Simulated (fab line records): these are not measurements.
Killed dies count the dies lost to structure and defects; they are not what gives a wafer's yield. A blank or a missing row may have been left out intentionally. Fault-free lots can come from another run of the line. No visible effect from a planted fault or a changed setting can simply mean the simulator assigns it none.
fab line records || flow n5Finfet
record {"lots": 7, "wafers": 21}
route steps=1938 shown PASSIVATION@1931
startH: the number of hours between the record's first day and the start of the first shown wafer of the lot || waitH: hours since the lot's step before || " unchanged from the row above || L1.1+2: several wafers, shown together as one row || - no value, or no start given || * or withheld: withheld || < > ~ a bound
route shown NAME@n: NAME is a module with steps in the file, n the number in the route of the first one || usual: mean/standard deviation taken from wafers without a fault || same: alike in all rows || chamber/n: place in a boat || sites: the reading at each site || _std_site: how widely they spread, as a standard deviation || _edge_site: mean of outer sites minus mean of inner sites || radiusMm: how far each site lies from the wafer's centre || mask NAME#n: copy n || behind: the last tool/chamber to shape the wafer || hold: what put the lot on hold/how long, in hours/how the hold closed || device: the n, p or np transistor that did not switch || end of line: at the end of the route, the tests of the same wafers || a step without rows: its recipe alone || killed: at the first sort, the dies lost to defects and structure; wafer yield is something else || map: dies across one wafer; x = killed, . = not, _ = none there
set.NAME: the run value of the setting; set.NAME@STEP: its run value at that earlier step || model.NAME: the simulator's own value behind a step, which no gauge read
one table per step and one row per wafer, for lots whose settings were changed on purpose
## steps
# step N5_PASSIVATION_STRIP_48
# recipe {"chemistry": "O2", "powerW": 600, "tempC": 60, "pressureMtorr": 30, "rfFrequencyHz": 6e+07, "biasPowerW": 0, "overashFraction": 0.5, "o2FlowSccm": 225}
{"lot.wafer": "L083.1+4", "tool": "rieDiel-01", "chamber": "2,1", "startH": 344.81, "waitH": 0.1, "set.powerW": 600}
{"lot.wafer": "L083.3", "tool": "rieDiel-01", "chamber": 0, "startH": 344.81, "waitH": 0.1, "set.powerW": 495.1}
{"lot.wafer": "L085.2", "tool": "rieDiel-01", "chamber": 3, "startH": 386.19, "waitH": 0.1, "set.powerW": 572}
{"lot.wafer": "L085.3+6", "tool": "rieDiel-01", "chamber": "2,1", "startH": 386.19, "waitH": 0.1, "set.powerW": 600}
{"lot.wafer": "L089.4+6", "tool": "rieDiel-05", "chamber": "3,0", "startH": 396.57, "waitH": 0.1, "set.powerW": 600}
{"lot.wafer": "L089.5", "tool": "rieDiel-05", "chamber": 1, "startH": 396.57, "waitH": 0.1, "set.powerW": 522.8}
{"lot.wafer": "L092.1+2+5", "tool": "rieDiel-05", "chamber": "0,2,3", "startH": 436.52, "waitH": 0.1, "set.powerW": 600}
{"lot.wafer": "L094.1+4+5", "tool": "rieDiel-01", "chamber": "3,2,0", "startH": 457.53, "waitH": 0.1, "set.powerW": 600}
{"lot.wafer": "L090.1", "tool": "rieDiel-04", "chamber": 0, "startH": 467.85, "waitH": 0.1, "set.powerW": 600}
{"lot.wafer": "L090.2+5", "tool": "rieDiel-04", "chamber": "1,2", "startH": 467.85, "waitH": 0.1, "set.powerW": 516.8}
{"lot.wafer": "L095.2+6", "tool": "rieDiel-05", "chamber": "1,3", "startH": 486.16, "waitH": 0.1, "set.powerW": 512.4}
{"lot.wafer": "L095.4", "tool": "rieDiel-05", "chamber": 3, "startH": 486.16, "waitH": 0.1, "set.powerW": 600}
# step N5_PASSIVATION_STRIP_52
# recipe {"chemistry": "postEtchResidueRemover", "timeS": 1200, "tempC": 72.5}
# step N5_PASSIVATION_CLEAN_71
# recipe {"chemistry": "IPA", "timeS": 180, "tempC": 25}
# step N5_PASSIVATION_SRD_72
# recipe {"dry": "ipaMarangoni", "timeS": 30, "tempC": 23, "rinseLiquid": "diw"}
# step N5_PASSIVATION_ANNEAL_56
# recipe {"tempC": 400, "timeS": 1800, "ambient": "FGA", "idleTempC": 300, "rampUpCPerMin": 5, "rampDownCPerMin": 3}
# step N5_PASSIVATION_PROBE_49
# usual {"killed_at_M0_to_M3": "36/10", "killed_at_M4_up": "14/5.2", "killedAtContacts": "12/6", "killedAtFrontEnd": "37/10", "killedAtOther": "4/3.3", "killedDies": "104/18", "killedOpen": "68/14", "killedShort": "34/7.4"}
# same {"grossDies": 1180, "killedAtBackSide": 0}
{"lot.wafer": "L083.1", "tool": "prober-02", "chamber": "-", "startH": 347.31, "waitH": 0.0, "set.timeS@PASSIVATION_ETCH_54": 391.6, "killed_at_M0_to_M3": 62, "killed_at_M4_up": 28, "killedAtContacts": 18, "killedAtFrontEnd": 43, "killedAtOther": 8, "killedDies": 159, "killedOpen": 82, "killedShort": 30}
{"lot.wafer": "L083.3", "tool": "prober-02", "chamber": "-", "startH": 347.41, "waitH": 0.1, "set.timeS@PASSIVATION_ETCH_54": 440, "killed_at_M0_to_M3": 40, "killed_at_M4_up": 24, "killedAtContacts": 26, "killedAtFrontEnd": 49, "killedAtOther": 5, "killedDies": 144, "killedOpen": 88, "killedShort": 49}
{"lot.wafer": "L083.4", "tool": "prober-02", "chamber": "-", "startH": 347.46, "waitH": 0.2, "set.timeS@PASSIVATION_ETCH_54": 440, "killed_at_M0_to_M3": 19, "killed_at_M4_up": 20, "killedAtContacts": 18, "killedAtFrontEnd": 36, "killedAtOther": 1, "killedDies": 94, "killedOpen": 62, "killedShort": 24}
{"lot.wafer": "L085.2", "tool": "prober-01", "chamber": "-", "startH": 388.74, "waitH": 0.1, "set.timeS@PASSIVATION_ETCH_54": 440, "killed_at_M0_to_M3": 1118, "killed_at_M4_up": 13, "killedAtContacts": 10, "killedAtFrontEnd": 37, "killedAtOther": 0, "killedDies": 1178, "killedOpen": 66, "killedShort": 28}
{"lot.wafer": "L085.3", "tool": "prober-01", "chamber": "-", "startH": 388.79, "waitH": 0.1, "set.timeS@PASSIVATION_ETCH_54": 352.1, "killed_at_M0_to_M3": 41, "killed_at_M4_up": 7, "killedAtContacts": 7, "killedAtFrontEnd": 43, "killedAtOther": 1063, "killedDies": 1161, "killedOpen": 66, "killedShort": 33}
{"lot.wafer": "L085.6", "tool": "prober-01", "chamber": "-", "startH": 388.94, "waitH": 0.3, "set.timeS@PASSIVATION_ETCH_54": 440, "killed_at_M0_to_M3": 1119, "killed_at_M4_up": 18, "killedAtContacts": 5, "killedAtFrontEnd": 31, "killedAtOther": 3, "killedDies": 1176, "killedOpen": 64, "killedShort": 31}
{"lot.wafer": "L089.4", "tool": "prober-01", "chamber": "-", "startH": 399.21, "waitH": 0.2, "set.timeS@PASSIVATION_ETCH_54": 440, "killed_at_M0_to_M3": 42, "killed_at_M4_up": 17, "killedAtContacts": 2, "killedAtFrontEnd": 28, "killedAtOther": 14, "killedDies": 103, "killedOpen": 58, "killedShort": 33}
{"lot.wafer": "L089.5", "tool": "prober-01", "chamber": "-", "startH": 399.26, "waitH": 0.2, "set.timeS@PASSIVATION_ETCH_54": 494.6, "killed_at_M0_to_M3": 963, "killed_at_M4_up": 3, "killedAtContacts": 7, "killedAtFrontEnd": 47, "killedAtOther": 8, "killedDies": 1028, "killedOpen": 63, "killedShort": 40}
{"lot.wafer": "L089.6", "tool": "prober-01", "chamber": "-", "startH": 399.31, "waitH": 0.3, "set.timeS@PASSIVATION_ETCH_54": 494.6, "killed_at_M0_to_M3": 950, "killed_at_M4_up": 13, "killedAtContacts": 3, "killedAtFrontEnd": 28, "killedAtOther": 3, "killedDies": 997, "killedOpen": 49, "killedShort": 20}
{"lot.wafer": "L092.1", "tool": "prober-02", "chamber": "-", "startH": 439.42, "waitH": 0.0, "set.timeS@PASSIVATION_ETCH_54": 440, "killed_at_M0_to_M3": 50, "killed_at_M4_up": 14, "killedAtContacts": 10, "killedAtFrontEnd": 46, "killedAtOther": 8, "killedDies": 128, "killedOpen": 91, "killedShort": 36}
{"lot.wafer": "L092.2", "tool": "prober-02", "chamber": "-", "startH": 439.47, "waitH": 0.1, "set.timeS@PASSIVATION_ETCH_54": 440, "killed_at_M0_to_M3": 74, "killed_at_M4_up": 11, "killedAtContacts": 7, "killedAtFrontEnd": 28, "killedAtOther": 11, "killedDies": 131, "killedOpen": 96, "killedShort": 34}
{"lot.wafer": "L092.5", "tool": "prober-02", "chamber": "-", "startH": 439.62, "waitH": 0.2, "set.timeS@PASSIVATION_ETCH_54": 440, "killed_at_M0_to_M3": 46, "killed_at_M4_up": 11, "killedAtContacts": 7, "killedAtFrontEnd": 29, "killedAtOther": 6, "killedDies": 99, "killedOpen": 68, "killedShort": 29}
{"lot.wafer": "L094.1", "tool": "prober-02", "chamber": "-", "startH": 460.04, "waitH": 0.0, "set.timeS@PASSIVATION_ETCH_54": 440, "killed_at_M0_to_M3": 54, "killed_at_M4_up": 10, "killedAtContacts": 8, "killedAtFrontEnd": 23, "killedAtOther": 0, "killedDies": 95, "killedOpen": 60, "killedShort": 32}
{"lot.wafer": "L094.4", "tool": "prober-02", "chamber": "-", "startH": 460.19, "waitH": 0.2, "set.timeS@PASSIVATION_ETCH_54": 440, "killed_at_M0_to_M3": 58, "killed_at_M4_up": 11, "killedAtContacts": 7, "killedAtFrontEnd": 23, "killedAtOther": 0, "killedDies": 99, "killedOpen": 54, "killedShort": 26}
{"lot.wafer": "L094.5", "tool": "prober-02", "chamber": "-", "startH": 460.24, "waitH": 0.2, "set.timeS@PASSIVATION_ETCH_54": 440, "killed_at_M0_to_M3": 56, "killed_at_M4_up": 10, "killedAtContacts": 6, "killedAtFrontEnd": 27, "killedAtOther": 1, "killedDies": 100, "killedOpen": 55, "killedShort": 30}
{"lot.wafer": "L090.1", "tool": "prober-01", "chamber": "-", "startH": 470.34, "waitH": 0.0, "set.timeS@PASSIVATION_ETCH_54": 440, "killed_at_M0_to_M3": 37, "killed_at_M4_up": 13, "killedAtContacts": 9, "killedAtFrontEnd": 43, "killedAtOther": 1, "killedDies": 103, "killedOpen": 64, "killedShort": 35}
{"lot.wafer": "L090.2", "tool": "prober-01", "chamber": "-", "startH": 470.39, "waitH": 0.1, "set.timeS@PASSIVATION_ETCH_54": 440, "killed_at_M0_to_M3": 29, "killed_at_M4_up": 19, "killedAtContacts": 7, "killedAtFrontEnd": 41, "killedAtOther": 3, "killedDies": 99, "killedOpen": 60, "killedShort": 35}
{"lot.wafer": "L090.5", "tool": "prober-01", "chamber": "-", "startH": 470.54, "waitH": 0.2, "set.timeS@PASSIVATION_ETCH_54": 440, "killed_at_M0_to_M3": 22, "killed_at_M4_up": 6, "killedAtContacts": 12, "killedAtFrontEnd": 49, "killedAtOther": 6, "killedDies": 95, "killedOpen": 62, "killedShort": 31}
{"lot.wafer": "L095.2", "tool": "prober-02", "chamber": "-", "startH": 488.71, "waitH": 0.1, "set.timeS@PASSIVATION_ETCH_54": 485.9, "killed_at_M0_to_M3": 50, "killed_at_M4_up": 12, "killedAtContacts": 18, "killedAtFrontEnd": 30, "killedAtOther": 3, "killedDies": 113, "killedOpen": 75, "killedShort": 38}
{"lot.wafer": "L095.4", "tool": "prober-02", "chamber": "-", "startH": 488.81, "waitH": 0.2, "set.timeS@PASSIVATION_ETCH_54": 440, "killed_at_M0_to_M3": 708, "killed_at_M4_up": 19, "killedAtContacts": 13, "killedAtFrontEnd": 28, "killedAtOther": 7, "killedDies": 775, "killedOpen": 65, "killedShort": 36}
{"lot.wafer": "L095.6", "tool": "prober-02", "chamber": "-", "startH": 488.91, "waitH": 0.3, "set.timeS@PASSIVATION_ETCH_54": 440, "killed_at_M0_to_M3": 717, "killed_at_M4_up": 11, "killedAtContacts": 9, "killedAtFrontEnd": 43, "killedAtOther": 9, "killedDies": 789, "killedOpen": 74, "killedShort": 47}
# killed by level:class
L083.1 BEOL_M1:areaExpose=29 MOL_CONTACT_COAG:geometricParticle:open=17 STI_FIN_REVEAL:geometricParticle:open=9 FIN_SAQP:geometricParticle:open=8 FIN_SAQP:geometricParticle:short=8 BEOL_M8:areaPeb=8 BEOL_M5:geometricParticle:open=7 PASSIVATION:areaEtch=7
L083.3 MOL_CONTACT_COAG:geometricParticle:open=19 FIN_SAQP:geometricParticle:short=14 BEOL_M3:geometricParticle:open=11 FIN_SAQP:geometricParticle:open=10 MOL_CONTACT_COAG:geometricParticle:short=7 BEOL_M5:geometricParticle:open=7 BEOL_M0_SAQP:geometricParticle:open=6 BEOL_M0_SAQP:geometricParticle:short=6
L083.4 MOL_CONTACT_COAG:geometricParticle:open=16 FIN_SAQP:geometricParticle:open=9 HKMG_FIN:areaEtch=6 FIN_SAQP:geometricParticle:short=5 BEOL_M1:geometricParticle:open=5 BEOL_M0:geometricParticle:open=4 STARTING-WAFER:geometricParticle:open=4 BEOL_M5:geometricParticle:open=4
L085.2 BEOL_M1:areaExpose=1083 BEOL_M3:geometricParticle:open=11 MOL_CONTACT_COAG:geometricParticle:open=8 BEOL_M1:geometricParticle:open=8 FIN_SAQP:geometricParticle:short=5 STI_FIN_REVEAL:geometricParticle:open=5 ILD0:geometricParticle:short=5 BEOL_M0_SAQP:geometricParticle:open=5
L085.3 PASSIVATION:areaEtch=1062 BEOL_M0_SAQP:geometricParticle:short=10 STI_FIN_REVEAL:geometricParticle:open=10 BEOL_M3:geometricParticle:open=9 FIN_SAQP:geometricParticle:open=8 BEOL_M0_SAQP:geometricParticle:open=8 STI_FIN_REVEAL:geometricParticle:short=7 MOL_CONTACT_COAG:geometricParticle:open=7
L085.6 BEOL_M1:areaExpose=1081 FIN_SAQP:geometricParticle:open=13 BEOL_M0_SAQP:geometricParticle:short=12 BEOL_M2:geometricParticle:open=9 BEOL_M4:geometricParticle:open=8 BEOL_M0_SAQP:geometricParticle:open=6 STI_FIN_REVEAL:geometricParticle:open=5 BEOL_M3:geometricParticle:open=5
L089.4 BEOL_M0_SAQP:geometricParticle:open=9 PASSIVATION:areaEtch=9 BEOL_M0_SAQP:geometricParticle:short=8 FIN_SAQP:geometricParticle:open=7 FIN_SAQP:geometricParticle:short=6 BEOL_M3:geometricParticle:open=6 BEOL_M4:geometricParticle:open=6 BEOL_M0:geometricParticle:open=5
L089.5 BEOL_M1:areaExpose=913 BEOL_M0_SAQP:geometricParticle:open=14 HKMG_FIN:areaEtch=12 BEOL_M3:geometricParticle:open=10 FIN_SAQP:geometricParticle:short=9 BEOL_M0_SAQP:geometricParticle:short=9 FIN_SAQP:geometricParticle:open=7 MOL_CONTACT_COAG:geometricParticle:open=7
L089.6 BEOL_M1:areaExpose=927 BEOL_M0_SAQP:geometricParticle:open=7 BEOL_M3:geometricParticle:open=7 FIN_SAQP:geometricParticle:open=6 BEOL_M4:geometricParticle:open=6 GATE_CUT:geometricParticle:short=5 STI_FIN_REVEAL:geometricParticle:open=4 BEOL_M0_SAQP:geometricParticle:short=4
L092.1 BEOL_M2:geometricParticle:open=20 STI_FIN_REVEAL:geometricParticle:open=15 BEOL_M1:geometricParticle:open=11 MOL_CONTACT_COAG:geometricParticle:open=8 FIN_SAQP:geometricParticle:open=7 BEOL_M0_SAQP:geometricParticle:open=6 BEOL_M0_SAQP:geometricParticle:short=5 BEOL_M5:geometricParticle:open=5
L092.2 BEOL_M1:geometricParticle:open=19 BEOL_M3:geometricParticle:open=11 BEOL_M0_SAQP:geometricParticle:short=10 BEOL_M0_SAQP:geometricParticle:open=10 BEOL_M2:geometricParticle:open=8 STI_FIN_REVEAL:geometricParticle:open=7 MOL_CONTACT_COAG:geometricParticle:open=7 PASS1_CAP:geometricParticle:open=6
L092.5 BEOL_M0_SAQP:geometricParticle:short=8 BEOL_M1:geometricParticle:open=8 BEOL_M2:geometricParticle:open=8 BEOL_M3:geometricParticle:open=8 MOL_CONTACT_COAG:geometricParticle:open=6 BEOL_M0_SAQP:geometricParticle:open=6 FIN_SAQP:geometricParticle:open=5 GATE_CUT:geometricParticle:open=5
L094.1 BEOL_M1:geometricParticle:open=12 BEOL_M3:geometricParticle:open=9 BEOL_M0_SAQP:geometricParticle:short=8 BEOL_M0_SAQP:geometricParticle:open=8 MOL_CONTACT_COAG:geometricParticle:open=7 BEOL_M3:geometricParticle:short=6 FIN_SAQP:geometricParticle:open=5 BEOL_M4:geometricParticle:short=5
L094.4 BEOL_M1:areaExpose=16 BEOL_M3:geometricParticle:open=8 BEOL_M3:geometricParticle:short=7 BEOL_M1:geometricParticle:open=7 BEOL_M0_SAQP:geometricParticle:open=6 MOL_CONTACT_COAG:geometricParticle:open=6 BEOL_M2:geometricParticle:open=6 BEOL_M1:geometricParticle:short=5
L094.5 BEOL_M3:geometricParticle:open=14 BEOL_M1:areaExpose=14 BEOL_M1:geometricParticle:open=9 MOL_CONTACT_COAG:geometricParticle:open=6 BEOL_M0_SAQP:geometricParticle:short=6 FIN_SAQP:geometricParticle:open=5 GATE_CUT:geometricParticle:short=5 BEOL_M0_SAQP:geometricParticle:open=5
L090.1 BEOL_M2:geometricParticle:open=12 STI_FIN_REVEAL:geometricParticle:open=11 FIN_SAQP:geometricParticle:open=9 FIN_SAQP:geometricParticle:short=6 BEOL_M0_SAQP:geometricParticle:open=6 GATE_CUT:geometricParticle:short=5 MOL_CONTACT_COAG:geometricParticle:open=5 BEOL_M4:geometricParticle:open=5
L090.2 BEOL_M0_SAQP:geometricParticle:short=9 BEOL_M4:geometricParticle:open=7 FIN_SAQP:geometricParticle:short=6 FIN_SAQP:geometricParticle:open=6 STI_FIN_REVEAL:geometricParticle:open=6 BEOL_M0_SAQP:geometricParticle:open=6 DUMMY_GATE:geometricParticle:open=5 GATE_CUT:geometricParticle:short=5
L090.5 FIN_SAQP:geometricParticle:open=14 MOL_CONTACT_COAG:geometricParticle:open=10 STI_FIN_REVEAL:geometricParticle:open=9 GATE_CUT:geometricParticle:short=8 FIN_SAQP:geometricParticle:short=5 BEOL_M1:geometricParticle:open=5 DUMMY_GATE:geometricParticle:open=4 BEOL_M2:geometricParticle:short=4
L095.2 MOL_CONTACT_COAG:geometricParticle:open=15 FIN_SAQP:geometricParticle:short=12 BEOL_M0_SAQP:geometricParticle:short=12 BEOL_M0_SAQP:geometricParticle:open=11 BEOL_M2:geometricParticle:open=9 BEOL_M1:geometricParticle:open=7 FIN_SAQP:geometricParticle:open=6 BEOL_M0:geometricParticle:open=5
L095.4 BEOL_M1:areaExpose=673 MOL_CONTACT_COAG:geometricParticle:open=12 FIN_SAQP:geometricParticle:short=10 BEOL_M0_SAQP:geometricParticle:open=10 BEOL_M2:geometricParticle:open=8 BEOL_M4:geometricParticle:open=5 BEOL_M0_SAQP:geometricParticle:short=4 BEOL_M4:geometricParticle:short=4
L095.6 BEOL_M1:areaExpose=662 BEOL_M0_SAQP:geometricParticle:open=16 BEOL_M0_SAQP:geometricParticle:short=15 FIN_SAQP:geometricParticle:short=14 FIN_SAQP:geometricParticle:open=12 DUMMY_GATE:geometricParticle:open=6 MOL_CONTACT_COAG:geometricParticle:open=6 BEOL_M3:geometricParticle:open=6
## key
split {"step": "N5_PASSIVATION_STRIP_48", "setting": "powerW", "stated": 600, "by": "wafer"}
response none clear
split outsideThisFile step=N5_PASSIVATION_ETCH_54 setting=timeS
# split outsideThisFile: this setting was split too, and the file shows its column; the key of that split is in another file
